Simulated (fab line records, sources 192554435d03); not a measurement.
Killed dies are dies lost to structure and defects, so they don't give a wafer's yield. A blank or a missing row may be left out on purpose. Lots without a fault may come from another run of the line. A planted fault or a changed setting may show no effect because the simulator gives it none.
fab line records | flow n5_finfet | part 1 of 2: steps 1 to 26 of 32
record lots=5 wafers=15 last_day=16
route steps=1938 shown BEOL_M11@1589 BEOL_M12@1602
lots that met no fault: from a run of the same line without faults
start_h: hours from the record's first day to the start of the lot's first wafer shown | wait_h: hours since the lot's step before | " the same as in the row above | L1.1+2: a row that stands for several wafers | - no value, or no start given | * or withheld: withheld | < > ~ a bound
route shown NAME@n: a module of which the file shows steps, and the number in the route of the first | usual: mean/standard deviation of fault-free wafers | same: alike in all rows | chamber/n: place in a boat | sites: the reading at each site | _std_site: their standard deviation | _edge_site: outer sites' mean less inner sites' | radius_mm: how far each site lies from the wafer's centre | mask NAME#n: copy n | behind: the tool/chamber that last shaped the wafer | hold: why the lot was held/for how many hours/how that ended | device: the transistor (n, p or np) that didn't switch | end of line: the same wafers' tests at the end of the route | a step without rows: its recipe alone | killed: dies lost to structure and defects at the first sort, not the wafer's yield | map: a wafer's dies, x killed, . not, _ none there
set.NAME: the setting as run; set.NAME@STEP: as run at that earlier step | model.NAME: the simulator's own value behind a step, which no gauge read
lots at some steps of the route; a table a step, a row a wafer
services: from which hour (start_h, from the record's first day; less than 0 if before it) a tool's chamber was out of use, for how many hours, and why
## steps
# step N5_BEOL_M11_PRE_CLEAN_45
# recipe gas=H2/He time_s=30 temp_c=250
# usual heater_power_w=327/19
# columns lot.wafer tool chamber start_h wait_h heater_power_w
L076.2 pvd_sputter-03 - 232.97 0.0 318
L076.3 " - " " 340
L076.6 " - " " 326
L077.3 pvd_sputter-02 - 243.49 0.0 344
L077.4 " - " " 321
L077.6 " - " " 342
L087.2 pvd_sputter-03 - 316.03 0.0 324
L087.5 " - " " 349
L087.6 " - " " 325
L091.1 pvd_sputter-02 - 322.80 0.0 333
L091.3 " - " " 321
L091.5 " - " " 319
L092.1 pvd_sputter-03 - 342.66 0.0 322
L092.4 " - " " 324
L092.5 " - " " 330
# step N5_BEOL_M11_ALD_74
# recipe material=TaN target_thk_a=20 temp_c=275 ald_precursor_family=PDMAT ald_co_reactant=NH3 pressure_torr=3 carrier_flow_sccm=1500 pulse_time_s=2 purge_time_s=3 co_reactant_purge_time_s=2 co_reactant_pulse_time_s=3 ald_cycles=40 precursor_vessel_temp_c=75 precursor_vessel_pressure_torr=26.25 precursor_vessel_carrier_sccm=1000
# usual heater_power_w=415/35
# same ald_cycles=40 pulse_time_s=2
# columns lot.wafer tool chamber start_h wait_h heater_power_w
L076.2 ald_metal-02 3 233.26 0.3 374
L076.3 " 2 " " 450
L076.6 " 3 " " 362
L077.3 ald_metal-01 0 243.55 0.0 483
L077.4 " 1 " " 385
L077.6 " 3 " " 444
L087.2 ald_metal-03 3 316.09 0.0 450
L087.5 " 0 " " 376
L087.6 " 3 " " 456
L091.1 ald_metal-02 1 323.09 0.3 415
L091.3 " 3 " " 365
L091.5 " 1 " " 420
L092.1 ald_metal-02 2 342.72 0.0 442
L092.4 " 2 " " 441
L092.5 " 1 " " 418
# step N5_BEOL_M11_SURFACE_TREAT_76
# recipe gas=Ar time_s=* ion_energy_ev=* ion_current_ma_cm2=0.5 pressure_mtorr=* ar_flow_sccm=30
# usual pressure_mtorr=* throttle_valve_pct=*
# columns lot.wafer tool chamber start_h wait_h pressure_mtorr throttle_valve_pct
L076.2 pvd_sputter-02 - 235.33 1.9 * *
L076.3 " - " " * *
L076.6 " - " " * *
L077.3 pvd_sputter-01 - 243.89 0.2 * *
L077.4 " - " " * *
L077.6 " - " " * *
L087.2 pvd_sputter-01 - 316.72 0.5 * *
L087.5 " - " " * *
L087.6 " - " " * *
L091.1 pvd_sputter-02 - 323.60 0.4 * *
L091.3 " - " " * *
L091.5 " - " " * *
L092.1 pvd_sputter-01 - 343.03 0.2 * *
L092.4 " - " " * *
L092.5 " - " " * *
# step N5_BEOL_M11_CVD_75
# recipe material=Co target_thk_a=20 temp_c=withheld precursor=CCTBA/H2 pressure_torr=30 time_s=138.9
# columns lot.wafer tool chamber start_h wait_h
L076.2+3+6 cvd_co-01 2,1,2 235.51 0.2
L077.3+4+6 cvd_co-02 2,1,2 243.95 0.0
L087.2+5+6 cvd_co-02 2,2,1 316.80 0.1
L091.1+3+5 cvd_co-01 1,2,1 323.71 0.1
L092.1+4+5 cvd_co-01 2,2,0 343.09 0.0
# step N5_BEOL_M11_SPUTTER_48
# recipe material=Cu target_thk_a=120 temp_c=-20 bias_v=60 power_w=26000 chamber_pressure_pa=0.13 time_s=2
# usual bias_v=60.0/0.62 chuck_sensor_temp_C=-16.2/0.49 throttle_valve_pct=30.0/0.92
# columns lot.wafer tool chamber start_h wait_h bias_v chuck_sensor_temp_C throttle_valve_pct
L076.2 pvd_sputter-02 - 235.63 0.1 59.9 -15.4 29.6
L076.3 " - " " 60.3 -16.4 31.5
L076.6 " - " " 60.5 -16.4 29.9
L077.3 pvd_sputter-03 - 244.07 0.1 59.6 -15.9 30.3
L077.4 " - " " 60.5 -15.6 29.8
L077.6 " - " " 60.1 -16.1 29.3
L087.2 pvd_sputter-01 - 316.92 0.1 61.0 -16.5 28.0
L087.5 " - " " 60.8 -16.6 30.2
L087.6 " - " " 60.0 -16.5 27.8
L091.1 pvd_sputter-02 - 323.84 0.1 61.6 -16.5 31.6
L091.3 " - " " 60.4 -16.3 29.7
L091.5 " - " " 60.2 -15.3 29.5
L092.1 pvd_sputter-01 - 343.23 0.1 59.9 -16.3 30.8
L092.4 " - " " 59.2 -16.5 30.0
L092.5 " - " " 58.5 -16.5 29.8
# step N5_BEOL_M11_ECD_50
# recipe material=Cu target_thk_a=3180
# columns lot.wafer tool chamber start_h wait_h
L076.2+3+6 ecd_cu-01 1,0,0 235.75 0.1
L077.3+4+6 ecd_cu-01 1,0,0 244.22 0.1
L087.2+5+6 ecd_cu-02 1,1,0 317.03 0.1
L091.1+3+5 ecd_cu-01 1 323.95 0.1
L092.1+4+5 ecd_cu-02 0,1,0 343.62 0.4
# step N5_BEOL_M11_ANNEAL_51
# recipe temp_c=225 time_s=90 ambient=N2
# usual wafer_temp_C_max=226.6/0.57
# columns lot.wafer tool chamber start_h wait_h wafer_temp_C_max
L076.2 rtp_anneal-01 0 235.96 0.2 226.8
L076.3 " 0 " " 227.3
L076.6 " 0 " " 226.5
L077.3 rtp_anneal-01 0 245.46 1.2 226.8
L077.4 " 0 " " 227.0
L077.6 " 0 " " 227.1
L087.2 rtp_anneal-02 0 317.19 0.1 225.7
L087.5 " 0 " " 225.6
L087.6 " 0 " " 225.7
L091.1 rtp_anneal-01 0 324.06 0.1 227.0
L091.3 " 0 " " 227.1
L091.5 " 0 " " 226.9
L092.1 rtp_anneal-01 0 343.83 0.2 226.5
L092.4 " 0 " " 226.9
L092.5 " 0 " " 227.0
# step N5_BEOL_M11_CMP_52
# recipe stop_on=SiCOH_lowk t_overpolish_s=7 down_force_psi=1 platen_rpm=50 clearing_platen_down_force_psi=1.5 clearing_platen_rpm=50 post_cmp_clean=cu_alkaline target_thk_nm=140 clearing_platen_pad_velocity_m_s=0.99484 pad_velocity_m_s=0.99484
# usual barrier_field_endpoint_s=28.9/0.78 clearing_platen_down_force_psi=1.500/0.003 clearing_platen_rpm=50.003/0.026 head_pressure_psi=1.0002/0.0022 motor_current_A=6.1/0.38 overpolish_run_s=7.000/0.0092 time_to_endpoint_s=65/3.6
# columns lot.wafer tool chamber start_h wait_h barrier_field_endpoint_s clearing_platen_down_force_psi clearing_platen_rpm head_pressure_psi motor_current_A overpolish_run_s time_to_endpoint_s
L076.3 cmp-02 2 236.25 0.2 27.7 1.500 49.972 0.9988 5.6 7.011 57
L076.2 " 0 " " 29.5 1.497 49.938 0.9993 6.0 6.981 63
L076.6 " 2 " " 29.2 1.500 49.974 0.9971 6.0 6.994 61
L077.3 cmp-01 3 245.75 0.2 28.8 1.501 49.969 1.0021 5.6 6.993 68
L077.4 " 0 " " 30.7 1.494 49.999 0.9997 6.1 6.998 67
L077.6 " 1 " " 29.0 1.497 50.049 0.9962 6.6 6.997 67
L087.2 cmp-04 3 317.55 0.3 29.1 1.498 50.005 1.0011 6.4 6.995 68
L087.6 " 0 " " 29.2 1.495 49.998 1.0009 6.6 6.997 66
L087.5 " 1 " " 29.7 1.502 49.970 1.0010 5.3 6.996 72
L091.3 cmp-02 3 324.45 0.3 28.9 1.499 50.026 1.0000 6.2 7.009 62
L091.1 " 0 " " 29.6 1.506 50.013 0.9994 5.9 7.006 65
L091.5 " 2 " " 28.8 1.500 50.011 1.0050 6.0 7.003 63
L092.4 cmp-02 2 344.38 0.4 29.6 1.498 50.006 1.0009 5.9 6.979 68
L092.1 " 3 " " 28.6 1.502 50.015 0.9996 6.2 7.004 67
L092.5 " 1 " " 28.6 1.499 50.019 1.0031 6.3 7.005 65
# step N5_BEOL_M11_THK_MEAS_53
# recipe thk_meas_gauge=xrf reads=Cu_of_BEOL_M11_ECD_50
# usual M11_THK=139.5/2.5
# columns lot.wafer tool chamber start_h wait_h M11_THK[nm]
L076.2 film_metro-01 - 236.51 - 139.2
L076.3 " - " " 135.4
L076.6 " - " " 137.6
L077.3 film_metro-02 - 245.97 - 139.7
L077.4 " - " " 141.1
L077.6 " - " " 139.6
L087.2 film_metro-02 - 317.74 - 139.2
L087.5 " - " " 144.0
L087.6 " - " " 139.5
L091.1 film_metro-02 - 324.67 - 141.2
L091.3 " - " " 140.2
L091.5 " - " " 138.3
L092.1 film_metro-01 - 344.60 - 142.5
L092.4 " - " " 140.9
L092.5 " - " " 140.8
# step N5_BEOL_M11_PRE_CLEAN_55
# recipe gas=NH3 time_s=15 temp_c=withheld rf_power_w=300
# columns lot.wafer tool chamber start_h wait_h
L076.2+3+6 pecvd-02 0,2,2 236.55 0.0
L077.3+4+6 pecvd-03 0,2,1 246.00 0.0
L087.2+5+6 pecvd-04 2,0,1 317.77 0.0
L091.1+3+5 pecvd-04 2,0,2 324.73 0.1
L092.1+4+5 pecvd-02 2,1,0 344.64 0.0
# step N5_BEOL_M11_DEP_56
# recipe material=SiCN target_thk_a=300 temp_c=withheld precursor=3MS/NH3 pressure_torr=3 rf_w=675 time_s=10.5
# usual showerhead_plenum_p_Torr=4.153/0.024 throttle_valve_pct=18.3/0.9
# columns lot.wafer tool chamber start_h wait_h showerhead_plenum_p_Torr throttle_valve_pct
L076.2 pecvd-02 0 236.57 0.0 4.148 19.3
L076.3 " 2 " " 4.185 17.4
L076.6 " 2 " " 4.181 17.5
L077.3 pecvd-03 0 246.03 0.0 4.141 18.3
L077.4 " 2 " " 4.144 17.1
L077.6 " 1 " " 4.160 19.7
L087.2 pecvd-04 2 317.80 0.0 4.164 17.2
L087.5 " 0 " " 4.106 19.3
L087.6 " 1 " " 4.176 17.9
L091.1 pecvd-04 2 324.76 0.0 4.168 17.1
L091.3 " 0 " " 4.106 19.3
L091.5 " 2 " " 4.159 16.8
L092.1 pecvd-02 2 344.66 0.0 4.190 17.6
L092.4 " 1 " " 4.133 18.3
L092.5 " 0 " " 4.154 19.3
# step N5_BEOL_M11_RS_MEAS_57
# recipe thk_meas_gauge=four-point-probe reads=Cu_of_BEOL_M11_ECD_50+Co_of_BEOL_M11_CVD_75+TaN_of_BEOL_M11_ALD_74
# usual M11_RS=0.1522/0.0029
# columns lot.wafer tool chamber start_h wait_h M11_RS[ohm/sq]
L076.2 film_metro-02 - 236.64 0.0 0.1513
L076.3 " - " " 0.1558
L076.6 " - " " 0.1530
L077.3 film_metro-02 - 246.09 0.0 0.1519
L077.4 " - " " 0.1506
L077.6 " - " " 0.1517
L087.2 film_metro-02 - 317.86 0.0 0.1534
L087.5 " - " " 0.1479
L087.6 " - " " 0.1523
L091.1 film_metro-02 - 324.82 0.0 0.1518
L091.3 " - " " 0.1529
L091.5 " - " " 0.1545
L092.1 film_metro-02 - 344.73 0.0 0.1472
L092.4 " - " " 0.1492
L092.5 " - " " 0.1486
# step N5_BEOL_M11_INSPECT_58
# recipe inspect_instrument=darkfield mode=post_dep
# usual raw_defect_count=78/27
# columns lot.wafer tool chamber start_h wait_h raw_defect_count
L076.2 defect_inspect-02 - 236.66 0.0 82
L076.3 " - " " 90
L076.6 " - " " 118
L077.3 defect_inspect-02 - 246.12 0.0 74
L077.4 " - " " 59
L077.6 " - " " 76
L087.2 defect_inspect-02 - 317.89 0.0 45
L087.5 " - " " 46
L087.6 " - " " 45
L091.1 defect_inspect-02 - 324.85 0.0 50
L091.3 " - " " 76
L091.5 " - " " 83
L092.1 defect_inspect-01 - 344.75 0.0 78
L092.4 " - " " 71
L092.5 " - " " 70
# step N5_BEOL_M12_ILD_DEP_00
# recipe material=SiOC target_thk_a=6589.2 temp_c=350 precursor=DEMS/O2 pressure_torr=5 rf_w=500 time_s=130.7
# usual heater_power_w=476/66 showerhead_plenum_p_Torr=5.685/0.015 throttle_valve_pct=12.0/0.58
# columns lot.wafer tool chamber start_h wait_h heater_power_w showerhead_plenum_p_Torr throttle_valve_pct
L076.2 pecvd-03 1 236.70 0.0 439 5.696 12.8
L076.3 " 0 " " 420 5.668 12.1
L076.6 " 2 " " 595 5.684 11.2
L077.3 pecvd-04 2 246.15 0.0 518 5.699 11.1
L077.4 " 0 " " 421 5.670 12.5
L077.6 " 1 " " 451 5.700 11.7
L087.2 pecvd-03 1 317.92 0.0 430 5.698 12.9
L087.5 " 0 " " 362 5.671 12.0
L087.6 " 1 " " 457 5.693 13.0
L091.1 pecvd-04 2 324.89 0.0 526 5.695 11.1
L091.3 " 1 " " 437 5.720 12.0
L091.5 " 0 " " 321 5.660 12.7
L092.1 pecvd-01 2 344.79 0.0 529 5.672 11.5
L092.4 " 0 " " 485 5.677 12.6
L092.5 " 1 " " 517 5.666 11.6
# step N5_BEOL_M12_THK_MEAS_01
# recipe reads=SiOC_of_BEOL_M12_ILD_DEP_00
# usual M12_ILD_THK=662/9.9
# columns lot.wafer tool chamber start_h wait_h M12_ILD_THK[nm]
L076.2 film_metro-02 - 236.83 0.1 641
L076.3 " - " " 636
L076.6 " - " " 670
L077.3 film_metro-01 - 246.29 0.1 653
L077.4 " - " " 672
L077.6 " - " " 677
L087.2 film_metro-01 - 318.25 0.3 660
L087.5 " - " " 659
L087.6 " - " " 671
L091.1 film_metro-01 - 325.02 0.1 668
L091.3 " - " " 666
L091.5 " - " " 673
L092.1 film_metro-02 - 344.92 0.1 656
L092.4 " - " " 669
L092.5 " - " " 677
# step N5_BEOL_M12_COAT_58
# recipe resist=BARC temp_c=205 time_s=60 spin_rpm=1500 resist_thk_nm=89
# columns lot.wafer tool chamber start_h wait_h
L076.2+3+6 litho_track-05 0 236.86 0.0
L077.3+4+6 litho_track-05 0 246.32 0.0
L087.2+5+6 litho_track-02 0 318.28 0.0
L091.1+3+5 litho_track-02 0 325.06 0.0
L092.1+4+5 litho_track-05 0 344.95 0.0
# step N5_BEOL_M12_COAT_04
# recipe spin_rpm=1625 resist_thk_nm=400
# columns lot.wafer tool chamber start_h wait_h
L076.2+3+6 litho_track-05 0 - -
L077.3+4+6 litho_track-05 0 - -
L087.2+5+6 litho_track-02 0 - -
L091.1+3+5 litho_track-02 0 - -
L092.1+4+5 litho_track-05 0 - -
# step N5_BEOL_M12_EBR_06
# recipe solvent=PGMEA ebr_width_mm=1.5
# columns lot.wafer tool chamber start_h wait_h
L076.2+3+6 litho_track-05 0 - -
L077.3+4+6 litho_track-05 0 - -
L087.2+5+6 litho_track-02 0 - -
L091.1+3+5 litho_track-02 0 - -
L092.1+4+5 litho_track-05 0 - -
# step N5_BEOL_M12_SOFTBAKE_05
# recipe temp_c=130 time_s=60
# columns lot.wafer tool chamber start_h wait_h
L076.2+3+6 litho_track-05 0 - -
L077.3+4+6 litho_track-05 0 - -
L087.2+5+6 litho_track-02 0 - -
L091.1+3+5 litho_track-02 0 - -
L092.1+4+5 litho_track-05 0 - -
# step N5_BEOL_M12_EXPOSE_07
# recipe mask_id=V11 na=0.93 source_shape=conventional sigma_outer=0.6 polarization=unpolarized attpsm_phase_deg=180 dose_mj=32.5
# usual focus_offset_nm=0.0/0.53
# columns lot.wafer tool chamber start_h wait_h mask focus_offset_nm
L076.2 krf_scanner-02 0 237.09 - V11#0 0.3
L076.3 " 0 " " V11#0 -0.3
L076.6 " 0 " " V11#0 0.9
L077.3 krf_scanner-01 0 246.55 - V11#0 0.1
L077.4 " 0 " " V11#0 0.1
L077.6 " 0 " " V11#0 -0.4
L087.2 krf_scanner-02 0 318.39 - V11#0 -0.1
L087.5 " 0 " " V11#0 0.4
L087.6 " 0 " " V11#0 0.2
L091.1 krf_scanner-01 0 325.28 - V11#0 0.6
L091.3 " 0 " " V11#0 0.2
L091.5 " 0 " " V11#0 -0.2
L092.1 krf_scanner-01 0 345.05 - V11#0 -1.2
L092.4 " 0 " " V11#0 -0.3
L092.5 " 0 " " V11#0 -1.4
# step N5_BEOL_M12_PEB_08
# recipe peb_temp_c=130 peb_time_s=90
# columns lot.wafer tool chamber start_h wait_h
L076.2+3+6 litho_track-02 0 237.14 0.0
L077.3+4+6 litho_track-02 0 246.60 0.0
L087.2+5+6 litho_track-05 0 318.44 0.0
L091.1+3+5 litho_track-02 0 325.34 0.1
L092.1+4+5 litho_track-05 0 345.11 0.1
# step N5_BEOL_M12_DEVELOP_09
# recipe develop_time_s=45 rinse_liquid=diw dry=air_spin dev_temp_c=21
# usual developer_temp_C=21.00/0.1
# same develop_time_s=45
# columns lot.wafer tool chamber start_h wait_h developer_temp_C
L076.2 litho_track-02 0 - - 20.94
L076.3 " 0 " " 20.98
L076.6 " 0 " " 21.14
L077.3 litho_track-02 0 - - 21.17
L077.4 " 0 " " 21.03
L077.6 " 0 " " 21.05
L087.2 litho_track-05 0 - - 20.96
L087.5 " 0 " " 21.04
L087.6 " 0 " " 21.06
L091.1 litho_track-02 0 - - 20.86
L091.3 " 0 " " 21.00
L091.5 " 0 " " 21.02
L092.1 litho_track-05 0 - - 21.17
L092.4 " 0 " " 21.04
L092.5 " 0 " " 21.01
# step N5_BEOL_M12_HARDBAKE_14
# recipe temp_c=130 time_s=120
# columns lot.wafer tool chamber start_h wait_h
L076.2+3+6 litho_track-02 0 - -
L077.3+4+6 litho_track-02 0 - -
L087.2+5+6 litho_track-05 0 - -
L091.1+3+5 litho_track-02 0 - -
L092.1+4+5 litho_track-05 0 - -
# step N5_BEOL_M12_CD_MEAS_10
# recipe target_cd_nm=140 landing_energy_ev=500 detector=se_inlens polarity=opening
# usual cd_nm=138.9/1.5
# columns lot.wafer tool chamber start_h wait_h cd_nm
L076.2 cd_sem-02 0 237.26 - 140.2
L076.3 " 0 " " 139.9
L076.6 " 0 " " 138.5
L077.3 cd_sem-02 0 246.72 - 138.3
L077.4 " 0 " " 136.6
L077.6 " 0 " " 141.7
L087.2 cd_sem-02 0 318.56 - 139.0
L087.5 " 0 " " 140.9
L087.6 " 0 " " 137.9
L091.1 cd_sem-03 0 325.45 - 137.8
L091.3 " 0 " " 137.5
L091.5 " 0 " " 140.8
L092.1 cd_sem-03 0 345.23 - 140.2
L092.4 " 0 " " 138.3
L092.5 " 0 " " 139.3
# step N5_BEOL_M12_OVL_MEAS_11
# recipe points_per_wafer=44
# usual V11_OVL=3/4.7
# columns lot.wafer tool chamber start_h wait_h V11_OVL[nm]
L076.2 overlay-01 0 237.29 0.0 7
L076.3 " 0 " " 0
L076.6 " 0 " " 6
L077.3 overlay-02 0 246.74 0.0 10
L077.4 " 0 " " 3
L077.6 " 0 " " 10
L087.2 overlay-02 0 318.59 0.0 13
L087.5 " 0 " " 7
L087.6 " 0 " " 12
L091.1 overlay-02 0 325.48 0.0 4
L091.3 " 0 " " 1
L091.5 " 0 " " -1
L092.1 overlay-02 0 345.26 0.0 -4
L092.4 " 0 " " -1
L092.5 " 0 " " 1
# step N5_BEOL_M12_INSPECT_12
# recipe mode=adi inspect_instrument=macro
# usual raw_defect_count=2.1/1.5
# columns lot.wafer tool chamber start_h wait_h raw_defect_count
L076.2 defect_inspect-02 - 237.31 0.0 1
L076.3 " - " " 0
L076.6 " - " " 3
L077.3 defect_inspect-02 - 246.77 0.0 2
L077.4 " - " " 3
L077.6 " - " " 2
L087.2 defect_inspect-02 - 318.61 0.0 2
L087.5 " - " " 0
L087.6 " - " " 2
L091.1 defect_inspect-01 - 325.51 0.0 2
L091.3 " - " " 2
L091.5 " - " " 3
L092.1 defect_inspect-01 - 345.28 0.0 3
L092.4 " - " " 1
L092.5 " - " " 0
